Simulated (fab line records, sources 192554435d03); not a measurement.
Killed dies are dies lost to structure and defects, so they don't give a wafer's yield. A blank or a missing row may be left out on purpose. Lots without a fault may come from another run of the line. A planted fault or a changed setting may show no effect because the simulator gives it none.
fab line records | flow n5_finfet
record lots=24 wafers=72 last_day=17
route steps=1938 shown BEOL_M0_CUTY@708 BEOL_M0@720
lots that met no fault: from a run of the same line without faults
start_h: hours from the record's first day to the start of the lot's first wafer shown | wait_h: hours since the lot's step before | " the same as in the row above | L1.1+2: a row that stands for several wafers | - no value, or no start given | * or withheld: withheld | < > ~ a bound
route shown NAME@n: a module of which the file shows steps, and the number in the route of the first | usual: mean/standard deviation of fault-free wafers | same: alike in all rows | chamber/n: place in a boat | sites: the reading at each site | _std_site: their standard deviation | _edge_site: outer sites' mean less inner sites' | radius_mm: how far each site lies from the wafer's centre | mask NAME#n: copy n | behind: the tool/chamber that last shaped the wafer | hold: why the lot was held/for how many hours/how that ended | device: the transistor (n, p or np) that didn't switch | end of line: the same wafers' tests at the end of the route | a step without rows: its recipe alone | killed: dies lost to structure and defects at the first sort, not the wafer's yield | map: a wafer's dies, x killed, . not, _ none there
set.NAME: the setting as run; set.NAME@STEP: as run at that earlier step | model.NAME: the simulator's own value behind a step, which no gauge read
steps of the route over a sample of lots; a table a step, a row a wafer
services: from which hour (start_h, from the record's first day; less than 0 if before it) a tool's chamber was out of use, for how many hours, and why
## steps
# step N5_BEOL_M0_CUTY_CD_MEAS_57
# recipe target_cd_nm=200 landing_energy_ev=500 detector=se_inlens polarity=line
# usual cd_nm=200.0/0.78
# columns lot.wafer tool chamber start_h wait_h cd_nm
L074.1 cd_sem-02 0 115.35 - 199.2
L074.3 " 0 " " 199.5
L074.6 " 0 " " 199.7
L075.1 cd_sem-03 0 124.69 - 200.7
L075.3 " 0 " " 200.8
L075.6 " 0 " " 200.9
L076.1 cd_sem-02 0 126.12 - 199.1
L076.4 " 0 " " 201.5
L076.6 " 0 " " 199.4
L077.2 cd_sem-03 0 150.40 - 200.5
L077.3 " 0 " " 201.0
L077.5 " 0 " " 199.9
L078.1 cd_sem-02 0 151.03 - 201.2
L078.2 " 0 " " 200.0
L078.5 " 0 " " 200.3
L079.2 cd_sem-02 0 151.66 - 199.7
L079.4 " 0 " " 200.5
L079.6 " 0 " " 200.6
L080.1 cd_sem-01 0 153.37 - 199.7
L080.4 " 0 " " 200.0
L080.5 " 0 " " 198.7
L081.3 cd_sem-01 0 159.74 - 201.7
L081.5 " 0 " " 201.3
L081.6 " 0 " " 201.4
L082.1 cd_sem-01 0 160.44 - 200.5
L082.2 " 0 " " 198.8
L082.5 " 0 " " 199.1
L083.2 cd_sem-03 0 168.27 - 198.6
L083.3 " 0 " " 200.1
L083.4 " 0 " " 200.6
L084.1 cd_sem-03 0 173.10 - 201.2
L084.2 " 0 " " 199.9
L084.3 " 0 " " 200.7
L085.1 cd_sem-01 0 183.40 - 199.2
L085.2 " 0 " " 198.3
L085.3 " 0 " " 199.2
L086.1 cd_sem-03 0 186.65 - 199.6
L086.2 " 0 " " 199.0
L086.4 " 0 " " 199.2
L087.1 cd_sem-01 0 196.53 - 201.1
L087.5 " 0 " " 200.4
L087.6 " 0 " " 200.9
L088.2 cd_sem-03 0 198.85 - 199.2
L088.3 " 0 " " 200.8
L088.5 " 0 " " 200.3
L089.2 cd_sem-01 0 204.23 - 199.6
L089.5 " 0 " " 199.2
L089.6 " 0 " " 199.6
L090.1 cd_sem-02 0 209.70 - 200.0
L090.3 " 0 " " 199.0
L090.4 " 0 " " 200.9
L091.1 cd_sem-02 0 213.58 - 201.7
L091.2 " 0 " " 200.7
L091.6 " 0 " " 199.6
L092.1 cd_sem-02 0 223.35 - 200.8
L092.2 " 0 " " 200.1
L092.4 " 0 " " 200.8
L093.2 cd_sem-01 0 229.30 - 199.0
L093.5 " 0 " " 198.9
L093.6 " 0 " " 199.7
L094.3 cd_sem-02 0 237.68 - 198.7
L094.4 " 0 " " 199.0
L094.5 " 0 " " 198.3
L095.1 cd_sem-03 0 239.81 - 200.7
L095.2 " 0 " " 200.4
L095.6 " 0 " " 201.2
L096.1 cd_sem-03 0 245.52 - 200.4
L096.2 " 0 " " 199.4
L096.5 " 0 " " 200.2
L097.1 cd_sem-03 0 249.95 - 200.5
L097.2 " 0 " " 199.9
L097.5 " 0 " " 199.2
# step N5_BEOL_M0_ETCH_128
# recipe chemistry=CF4/N2 target_depth_a=120 overetch_a=51 target=SiCN time_s=21.4 ion_energy_ev=150 pressure_mtorr=40 source_w=430 bias_w=70 Ar_flow_sccm=100 cf4_flow_sccm=60 n2_flow_sccm=60
# usual drypump_motor_current_A=5.7/0.42 oes_product_au=0.55/0.06 rf_vpp_V=381.9/1.9 showerhead_plenum_p_Torr=2.18/0.066 throttle_valve_pct=15.39/0.13
# columns lot.wafer tool chamber start_h wait_h drypump_motor_current_A oes_product_au rf_hours_counter_h rf_vpp_V showerhead_plenum_p_Torr throttle_valve_pct
L074.1 rie_diel-05 0 117.96 0.2 5.7 0.50 174 382.7 2.19 15.48
L074.3 " 3 " " 5.2 0.46 247 380.3 2.17 15.85
L074.6 " 1 " " 5.2 0.51 - 381.4 2.20 15.43
L075.1 rie_diel-03 0 125.43 0.0 6.1 0.57 81 382.1 2.14 15.37
L075.3 " 3 " " 5.6 0.62 18 379.7 2.16 15.24
L075.6 " 2 " " 6.2 0.51 - 380.6 2.12 15.42
L076.1 rie_diel-06 1 127.79 0.0 5.4 0.54 117 381.8 2.21 15.11
L076.4 " 2 " " 5.7 0.47 238 377.7 2.09 15.56
L076.6 " 3 " " 6.4 0.50 - 378.5 2.11 15.41
L077.2 rie_diel-05 3 151.21 0.0 5.2 0.66 4 381.7 2.17 15.35
L077.3 " 1 " " 5.2 0.51 176 382.9 2.19 15.45
L077.5 " 2 " " 5.6 0.52 - 385.2 2.29 15.17
L079.2 rie_diel-05 3 152.99 0.1 5.2 0.64 5 379.8 2.17 15.37
L079.4 " 2 " " 5.6 0.51 182 383.6 2.29 15.17
L079.6 " 2 " " 5.6 0.51 - 384.2 2.29 15.18
L078.1 rie_diel-03 2 153.14 0.2 6.2 0.51 160 379.3 2.11 15.46
L078.2 " 0 " " 6.1 0.55 94 380.2 2.14 15.43
L078.5 " 0 " " 6.1 0.56 - 380.9 2.14 15.42
L080.1 rie_diel-05 3 154.22 0.1 5.2 0.63 5 380.9 2.17 15.37
L080.4 " 0 " " 5.7 0.49 185 381.3 2.19 15.50
L080.5 " 0 " " 5.7 0.49 - 383.4 2.19 15.51
L081.3 rie_diel-06 3 161.05 0.2 6.4 0.49 191 378.3 2.11 15.43
L081.5 " 3 " " 6.4 0.49 - 380.7 2.11 15.43
L081.6 " 1 " " 5.4 0.54 - 383.1 2.20 15.15
L082.1 rie_diel-03 3 161.43 0.0 5.6 0.61 35 382.0 2.16 15.29
L082.2 " 1 " " 5.3 0.69 2 383.8 2.26 15.31
L082.5 " 0 " " 6.1 0.56 - 382.2 2.14 15.40
L083.2 rie_diel-03 3 170.07 0.5 5.6 0.60 38 381.5 2.16 15.29
L083.3 " 1 " " 5.3 0.67 5 383.9 2.25 15.34
L083.4 " 0 " " 6.1 0.56 100 380.3 2.14 15.44
L084.1 rie_diel-05 1 174.23 0.0 5.2 0.50 186 382.8 2.19 15.49
L084.2 " 3 " " 5.2 0.63 13 381.1 2.16 15.39
L084.3 " 1 " " 5.2 0.50 - 380.8 2.19 15.49
L085.1 rie_diel-05 1 185.81 0.5 5.2 0.51 191 383.3 2.19 15.49
L085.2 " 2 " " 5.7 0.50 187 383.7 2.29 15.19
L085.3 " 0 " " 5.7 0.49 195 381.5 2.19 15.51
L086.1 rie_diel-03 2 187.84 0.0 6.2 0.51 174 380.7 2.11 15.48
L086.2 " 0 " " 6.1 0.54 107 381.6 2.14 15.44
L086.4 " 1 " " 5.3 0.65 12 382.5 2.25 15.34
L087.1 rie_diel-03 2 197.34 0.0 6.2 0.49 177 379.1 2.11 15.47
L087.5 " 0 " " 6.1 0.55 - 381.1 2.13 15.44
L087.6 " 3 " " 5.6 0.60 - 379.6 2.15 15.31
L088.2 rie_diel-06 1 202.83 0.1 5.4 0.53 147 381.4 2.20 15.19
L088.3 " 2 " " 5.6 0.65 7 385.7 2.35 15.12
L088.5 " 0 " " 5.0 0.48 - 383.7 2.26 15.69
L089.2 rie_diel-03 3 205.03 0.1 5.6 0.60 51 380.4 2.15 15.32
L089.5 " 1 " " 5.3 0.65 - 382.1 2.25 15.36
L089.6 " 2 " " 6.2 0.50 - 379.8 2.11 15.50
L090.1 rie_diel-03 0 210.70 0.0 6.1 0.53 114 381.3 2.13 15.44
L090.3 " 2 " " 6.2 0.48 183 380.9 2.11 15.49
L090.4 " 1 " " 5.3 0.64 20 384.2 2.25 15.35
L091.1 rie_diel-03 2 215.72 0.0 6.1 0.49 185 379.7 2.11 15.49
L091.2 " 3 " " 5.6 0.58 56 380.8 2.15 15.32
L091.6 " 2 " " 6.2 0.49 - 379.8 2.11 15.50
L092.1 rie_diel-06 2 224.81 0.0 5.6 0.64 14 385.2 2.34 15.14
L092.2 " 1 " " 5.4 0.51 153 383.4 2.20 15.20
L092.4 " 1 " " 5.4 0.53 - 383.9 2.19 15.20
L093.2 rie_diel-06 2 232.05 0.2 5.7 0.63 16 386.0 2.34 15.15
L093.5 " 1 " " 5.4 0.51 - 384.1 2.19 15.19
L093.6 " 3 " " 6.5 0.49 - 379.0 2.10 15.48
L094.3 rie_diel-05 1 239.03 0.2 5.2 0.48 208 381.6 2.18 15.52
L094.4 " 3 " " 5.2 0.59 36 380.7 2.15 15.44
L094.5 " 3 " " 5.2 0.59 - 382.2 2.15 15.43
L095.1 rie_diel-03 0 241.03 0.1 6.1 0.53 124 380.6 2.13 15.49
L095.2 " 1 " " 5.3 0.61 32 384.4 2.24 15.37
L095.6 " 0 " " 6.1 0.53 - 380.5 2.13 15.46
L096.1 rie_diel-06 3 246.31 0.0 6.5 0.47 226 378.9 2.09 15.50
L096.2 " 0 " " 5.0 0.68 1 383.9 2.26 15.19
L096.5 " 3 " " 6.5 0.48 - 380.6 2.09 15.49
L097.1 rie_diel-03 3 251.37 0.5 5.6 0.56 69 380.5 2.15 15.35
L097.2 " 1 " " 5.3 0.60 35 383.4 2.24 15.38
L097.5 " 3 " " 5.6 0.57 - 381.6 2.15 15.34
# step N5_BEOL_M0_STRIP_142
# recipe chemistry=N2/H2 time_s=10 power_w=450 temp_c=40 pressure_mtorr=20 rf_frequency_hz=6e+07 bias_power_w=7 n2_flow_sccm=200 h2_flow_sccm=200
# usual drypump_motor_current_A=5.7/0.42 oes_product_au=0.80/0.094 rf_vpp_V=59.1/0.88 showerhead_plenum_p_Torr=2.51/0.08 throttle_valve_pct=23.56/0.24
# columns lot.wafer tool chamber start_h wait_h drypump_motor_current_A oes_product_au rf_hours_counter_h rf_vpp_V showerhead_plenum_p_Torr throttle_valve_pct
L074.1 rie_diel-05 0 118.03 0.0 5.7 0.73 174 59.8 2.52 23.55
L074.3 " 3 " " 5.2 0.68 247 58.6 2.49 23.95
L074.6 " 1 " " 5.2 0.74 - 60.1 2.53 23.67
L075.1 rie_diel-03 0 125.49 0.0 6.1 0.84 81 59.3 2.45 23.38
L075.3 " 3 " " 5.6 0.95 18 58.2 2.49 23.52
L075.6 " 2 " " 6.2 0.75 - 59.0 2.45 23.82
L076.1 rie_diel-06 1 127.85 0.0 5.4 0.79 117 57.5 2.54 23.06
L076.4 " 2 " " 5.6 0.69 238 59.3 2.40 23.44
L076.6 " 3 " " 6.4 0.73 - 59.2 2.42 23.34
L077.2 rie_diel-05 3 151.28 0.0 5.2 0.96 4 58.4 2.49 23.77
L077.3 " 1 " " 5.2 0.73 176 59.4 2.53 23.68
L077.5 " 2 " " 5.7 0.76 - 59.7 2.62 23.18
L079.2 rie_diel-05 3 153.06 0.0 5.2 0.96 5 59.5 2.49 23.78
L079.4 " 2 " " 5.6 0.75 182 59.4 2.62 23.19
L079.6 " 2 " " 5.6 0.76 - 59.3 2.62 23.18
L078.1 rie_diel-03 2 153.20 0.0 6.2 0.74 160 58.6 2.44 23.83
L078.2 " 0 " " 6.1 0.82 94 58.4 2.45 23.42
L078.5 " 0 " " 6.1 0.82 - 57.7 2.45 23.42
L080.1 rie_diel-05 3 154.28 0.0 5.2 0.95 5 59.8 2.49 23.79
L080.4 " 0 " " 5.7 0.71 185 57.9 2.52 23.55
L080.5 " 0 " " 5.7 0.70 - 59.5 2.52 23.55
L081.3 rie_diel-06 3 161.12 0.0 6.4 0.72 191 59.0 2.41 23.36
L081.5 " 3 " " 6.4 0.72 - 57.9 2.41 23.36
L081.6 " 1 " " 5.4 0.77 - 59.0 2.54 23.04
L082.1 rie_diel-03 3 161.49 0.0 5.6 0.91 35 58.4 2.48 23.53
L082.2 " 1 " " 5.3 1.00 2 60.0 2.60 23.80
L082.5 " 0 " " 6.1 0.83 - 59.2 2.45 23.41
L083.2 rie_diel-03 3 170.14 0.0 5.6 0.91 38 57.8 2.48 23.55
L083.3 " 1 " " 5.3 0.99 5 58.6 2.60 23.80
L083.4 " 0 " " 6.1 0.81 100 58.4 2.45 23.41
L084.1 rie_diel-05 1 174.32 0.0 5.2 0.72 186 60.7 2.52 23.69
L084.2 " 3 " " 5.2 0.93 13 58.6 2.49 23.78
L084.3 " 1 " " 5.2 0.73 - 59.6 2.52 23.67
L085.1 rie_diel-05 1 185.88 0.0 5.2 0.72 191 59.3 2.52 23.71
L085.2 " 2 " " 5.7 0.74 187 58.4 2.62 23.19
L085.3 " 0 " " 5.7 0.70 195 58.6 2.51 23.56
L086.1 rie_diel-03 2 187.91 0.0 6.3 0.73 174 58.7 2.44 23.82
L086.2 " 0 " " 6.1 0.81 107 60.6 2.44 23.42
L086.4 " 1 " " 5.3 0.98 12 59.0 2.60 23.81
L087.1 rie_diel-03 2 197.40 0.0 6.2 0.72 177 59.0 2.44 23.87
L087.5 " 0 " " 6.1 0.80 - 58.7 2.44 23.41
L087.6 " 3 " " 5.6 0.88 - 59.7 2.48 23.54
L088.2 rie_diel-06 1 202.90 0.0 5.4 0.76 147 59.6 2.53 23.07
L088.3 " 2 " " 5.6 0.94 7 59.3 2.72 23.27
L088.5 " 0 " " 5.1 0.69 - 59.6 2.60 23.84
L089.2 rie_diel-03 3 205.10 0.0 5.6 0.88 51 59.3 2.47 23.56
L089.5 " 1 " " 5.3 0.94 - 58.3 2.60 23.81
L089.6 " 2 " " 6.2 0.73 - 58.9 2.43 23.87
L090.1 rie_diel-03 0 210.76 0.0 6.1 0.80 114 58.5 2.44 23.43
L090.3 " 2 " " 6.2 0.72 183 58.3 2.43 23.86
L090.4 " 1 " " 5.3 0.94 20 59.0 2.60 23.82
L091.1 rie_diel-03 2 215.79 0.0 6.2 0.72 185 58.3 2.43 23.85
L091.2 " 3 " " 5.6 0.88 56 60.5 2.47 23.57
L091.6 " 2 " " 6.2 0.71 - 60.2 2.43 23.85
L092.1 rie_diel-06 2 224.87 0.0 5.6 0.91 14 59.9 2.71 23.25
L092.2 " 1 " " 5.4 0.75 153 58.5 2.53 23.11
L092.4 " 1 " " 5.4 0.75 - 60.6 2.53 23.10
L093.2 rie_diel-06 2 232.11 0.0 5.6 0.92 16 60.1 2.71 23.26
L093.5 " 1 " " 5.4 0.75 - 61.5 2.52 23.09
L093.6 " 3 " " 6.4 0.70 - 58.0 2.40 23.40
L094.3 rie_diel-05 1 239.10 0.0 5.2 0.71 208 60.6 2.51 23.74
L094.4 " 3 " " 5.2 0.89 36 59.6 2.48 23.81
L094.5 " 3 " " 5.2 0.88 - 59.1 2.48 23.81
L095.1 rie_diel-03 0 241.10 0.0 6.1 0.79 124 61.1 2.43 23.46
L095.2 " 1 " " 5.3 0.92 32 59.0 2.59 23.85
L095.6 " 0 " " 6.1 0.80 - 59.3 2.44 23.45
L096.1 rie_diel-06 3 246.37 0.0 6.4 0.69 226 59.9 2.40 23.40
L096.2 " 0 " " 5.0 0.99 1 59.0 2.60 23.57
L096.5 " 3 " " 6.5 0.69 - 57.9 2.40 23.40
L097.1 rie_diel-03 3 251.43 0.0 5.6 0.86 69 59.1 2.47 23.57
L097.2 " 1 " " 5.3 0.92 35 57.6 2.59 23.86
L097.5 " 3 " " 5.6 0.85 - 56.8 2.47 23.59
# step N5_BEOL_M0_OCD_MEAS_108
# usual trench_depth_nm=33.1/0.66
# columns lot.wafer tool chamber start_h wait_h trench_depth_nm
L074.1 ocd-01 - 118.11 0.1 32.3
L074.3 " - " " 33.2
L074.6 " - " " 32.5
L075.1 ocd-02 - 125.57 0.1 33.3
L075.3 " - " " 33.3
L075.6 " - " " 33.3
L076.1 ocd-02 - 127.93 0.1 33.0
L076.4 " - " " 32.6
L076.6 " - " " 33.2
L077.2 ocd-02 - 151.36 0.1 34.1
L077.3 " - " " 31.9
L077.5 " - " " 32.7
L079.2 ocd-02 - 153.14 0.1 34.3
L079.4 " - " " 33.2
L079.6 " - " " 32.8
L078.1 ocd-01 - 153.29 0.1 33.0
L078.2 " - " " 33.2
L078.5 " - " " 33.0
L080.1 ocd-01 - 154.36 0.1 34.0
L080.4 " - " " 33.1
L080.5 " - " " 33.4
L081.3 ocd-01 - 161.20 0.1 32.5
L081.5 " - " " 32.0
L081.6 " - " " 33.1
L082.1 ocd-01 - 161.57 0.1 33.7
L082.2 " - " " 34.1
L082.5 " - " " 33.0
L083.2 ocd-02 - 170.22 0.1 33.6
L083.3 " - " " 33.4
L083.4 " - " " 33.1
L084.1 ocd-02 - 174.43 0.1 32.0
L084.2 " - " " 34.2
L084.3 " - " " 32.3
L085.1 ocd-01 - 185.96 0.1 33.1
L085.2 " - " " 33.8
L085.3 " - " " 33.6
L086.1 ocd-01 - 187.99 0.1 33.6
L086.2 " - " " 33.4
L086.4 " - " " 33.9
L087.1 ocd-02 - 197.48 0.1 33.4
L087.5 " - " " 33.4
L087.6 " - " " 33.5
L088.2 ocd-01 - 202.98 0.1 33.1
L088.3 " - " " 31.6
L088.5 " - " " 31.6
L089.2 ocd-02 - 205.19 0.1 33.1
L089.5 " - " " 33.8
L089.6 " - " " 33.2
L090.1 ocd-02 - 210.84 0.1 32.8
L090.3 " - " " 33.6
L090.4 " - " " 34.0
L091.1 ocd-01 - 215.87 0.1 32.9
L091.2 " - " " 32.9
L091.6 " - " " 33.1
L092.1 ocd-01 - 224.95 0.1 32.0
L092.2 " - " " 33.3
L092.4 " - " " 32.6
L093.2 ocd-01 - 232.19 0.1 32.9
L093.5 " - " " 33.4
L093.6 " - " " 32.7
L094.3 ocd-02 - 239.18 0.1 32.4
L094.4 " - " " 33.3
L094.5 " - " " 34.0
L095.1 ocd-02 - 241.18 0.1 33.2
L095.2 " - " " 33.9
L095.6 " - " " 33.8
L096.1 ocd-01 - 246.45 0.1 32.0
L096.2 " - " " 32.3
L096.5 " - " " 32.6
L097.1 ocd-02 - 251.51 0.1 32.9
L097.2 " - " " 33.2
L097.5 " - " " 32.4
# step N5_BEOL_M0_SURFACE_TREAT_137
# recipe gas=Ar time_s=* ion_energy_ev=* ion_current_ma_cm2=0.5 pressure_mtorr=* ar_flow_sccm=30
# usual throttle_valve_pct=*
# columns lot.wafer tool chamber start_h wait_h throttle_valve_pct
L074.1 pvd_sputter-02 - 119.17 0.1 *
L074.3 " - " " *
L074.6 " - " " *
L075.1 pvd_sputter-03 - 126.44 0.3 *
L075.3 " - " " *
L075.6 " - " " *
L076.1 pvd_sputter-01 - 132.03 0.7 *
L076.4 " - " " *
L076.6 " - " " *
L077.2 pvd_sputter-01 - 153.27 0.2 *
L077.3 " - " " *
L077.5 " - " " *
L079.2 pvd_sputter-02 - 154.05 0.2 *
L079.4 " - " " *
L079.6 " - " " *
L078.1 pvd_sputter-01 - 154.67 0.4 *
L078.2 " - " " *
L078.5 " - " " *
L080.1 pvd_sputter-02 - 155.37 0.2 *
L080.4 " - " " *
L080.5 " - " " *
L081.3 pvd_sputter-03 - 162.56 0.1 *
L081.5 " - " " *
L081.6 " - " " *
L082.1 pvd_sputter-03 - 162.60 0.2 *
L082.2 " - " " *
L082.5 " - " " *
L083.2 pvd_sputter-03 - 172.09 0.4 *
L083.3 " - " " *
L083.4 " - " " *
L084.1 pvd_sputter-02 - 175.28 0.2 *
L084.2 " - " " *
L084.3 " - " " *
L085.1 pvd_sputter-02 - 186.92 0.2 *
L085.2 " - " " *
L085.3 " - " " *
L086.1 pvd_sputter-01 - 189.00 0.1 *
L086.2 " - " " *
L086.4 " - " " *
L087.1 pvd_sputter-03 - 198.68 0.2 *
L087.5 " - " " *
L087.6 " - " " *
L088.2 pvd_sputter-03 - 204.22 0.2 *
L088.3 " - " " *
L088.5 " - " " *
L089.2 pvd_sputter-02 - 206.60 0.2 *
L089.5 " - " " *
L089.6 " - " " *
L090.1 pvd_sputter-03 - 213.50 2.1 *
L090.3 " - " " *
L090.4 " - " " *
L091.1 pvd_sputter-03 - 217.25 0.4 *
L091.2 " - " " *
L091.6 " - " " *
L092.1 pvd_sputter-03 - 227.48 0.1 *
L092.2 " - " " *
L092.4 " - " " *
L093.2 pvd_sputter-02 - 233.13 0.1 *
L093.5 " - " " *
L093.6 " - " " *
L094.3 pvd_sputter-01 - 240.21 0.4 *
L094.4 " - " " *
L094.5 " - " " *
L095.1 pvd_sputter-02 - 242.43 0.5 *
L095.2 " - " " *
L095.6 " - " " *
L096.1 pvd_sputter-01 - 247.56 0.2 *
L096.2 " - " " *
L096.5 " - " " *
L097.1 pvd_sputter-01 - 253.76 1.2 *
L097.2 " - " " *
L097.5 " - " " *
# step N5_BEOL_M0_ANNEAL_135
# recipe temp_c=400 time_s=60 ambient=vacuum
# usual heater_power_w=909/140
# columns lot.wafer tool chamber start_h wait_h heater_power_w
L074.1 pvd_sputter-02 - 119.69 0.0 769
L074.3 " - " " 926
L074.6 " - " " 1135
L075.1 pvd_sputter-03 - 127.14 0.0 944
L075.3 " - " " 965
L075.6 " - " " 775
L076.1 pvd_sputter-03 - 132.84 0.0 678
L076.4 " - " " 933
L076.6 " - " " 941
L077.2 pvd_sputter-01 - 153.95 0.0 1048
L077.3 " - " " 890
L077.5 " - " " 1009
L079.2 pvd_sputter-02 - 154.73 0.0 767
L079.4 " - " " 1150
L079.6 " - " " 763
L078.1 pvd_sputter-02 - 155.25 0.0 916
L078.2 " - " " 1166
L078.5 " - " " 930
L080.1 pvd_sputter-02 - 155.99 0.0 925
L080.4 " - " " 900
L080.5 " - " " 762
L081.3 pvd_sputter-01 - 163.07 0.0 888
L081.5 " - " " 1011
L081.6 " - " " 915
L082.1 pvd_sputter-02 - 163.20 0.0 912
L082.2 " - " " 775
L082.5 " - " " 1161
L083.2 pvd_sputter-02 - 173.74 0.0 891
L083.3 " - " " 1138
L083.4 " - " " 897
L084.1 pvd_sputter-03 - 175.87 0.0 677
L084.2 " - " " 936
L084.3 " - " " 775
L085.1 pvd_sputter-02 - 187.66 0.0 887
L085.2 " - " " 1129
L085.3 " - " " 909
L086.1 pvd_sputter-03 - 189.48 0.0 958
L086.2 " - " " 790
L086.4 " - " " 950
L087.1 pvd_sputter-02 - 199.18 0.0 884
L087.5 " - " " 909
L087.6 " - " " 746
L088.2 pvd_sputter-02 - 204.72 0.0 1115
L088.3 " - " " 903
L088.5 " - " " 928
L089.2 pvd_sputter-02 - 208.88 0.0 877
L089.5 " - " " 1162
L089.6 " - " " 889
L090.1 pvd_sputter-03 - 215.88 0.0 984
L090.3 " - " " 785
L090.4 " - " " 955
L091.1 pvd_sputter-03 - 218.24 0.0 968
L091.2 " - " " 946
L091.6 " - " " 692
L092.1 pvd_sputter-02 - 228.11 0.0 767
L092.2 " - " " 1133
L092.4 " - " " 919
L093.2 pvd_sputter-03 - 235.19 0.0 977
L093.5 " - " " 685
L093.6 " - " " 782
L094.3 pvd_sputter-01 - 240.89 0.0 1051
L094.4 " - " " 1040
L094.5 " - " " 901
L095.1 pvd_sputter-02 - 242.99 0.0 898
L095.2 " - " " 910
L095.6 " - " " 894
L096.1 pvd_sputter-03 - 248.04 0.0 676
L096.2 " - " " 782
L096.5 " - " " 963
L097.1 pvd_sputter-01 - 254.34 0.0 892
L097.2 " - " " 1086
L097.5 " - " " 1016
## services
# columns tool chamber start_h hours kind
rie_diel-06 3 94.68 12.9 repair
rie_diel-03 1 121.14 - clean
rie_diel-03 1 121.14 - consumable_replace:focus_ring
rie_diel-03 1 121.14 33.9 scheduled_down
rie_diel-03 1 121.14 33.9 vent_cycle
rie_diel-05 3 128.67 - clean
rie_diel-05 3 128.67 - consumable_replace:focus_ring
rie_diel-05 3 128.67 11.6 scheduled_down
rie_diel-05 3 128.67 11.6 vent_cycle
rie_diel-06 2 158.01 - clean
rie_diel-06 2 158.01 - consumable_replace:focus_ring
rie_diel-06 2 158.01 - consumable_replace:showerhead
rie_diel-06 2 158.01 24.5 scheduled_down
rie_diel-06 2 158.01 24.5 vent_cycle
rie_diel-05 2 169.34 16.3 repair
rie_diel-05 0 170.33 5.8 repair
rie_diel-06 0 219.61 - clean
rie_diel-06 0 219.61 - consumable_replace:focus_ring
rie_diel-06 0 219.61 23.5 scheduled_down
rie_diel-06 0 219.61 23.5 vent_cycle
rie_diel-03 0 223.19 7.0 repair
rie_diel-06 3 249.82 7.8 repair
## key
fault none
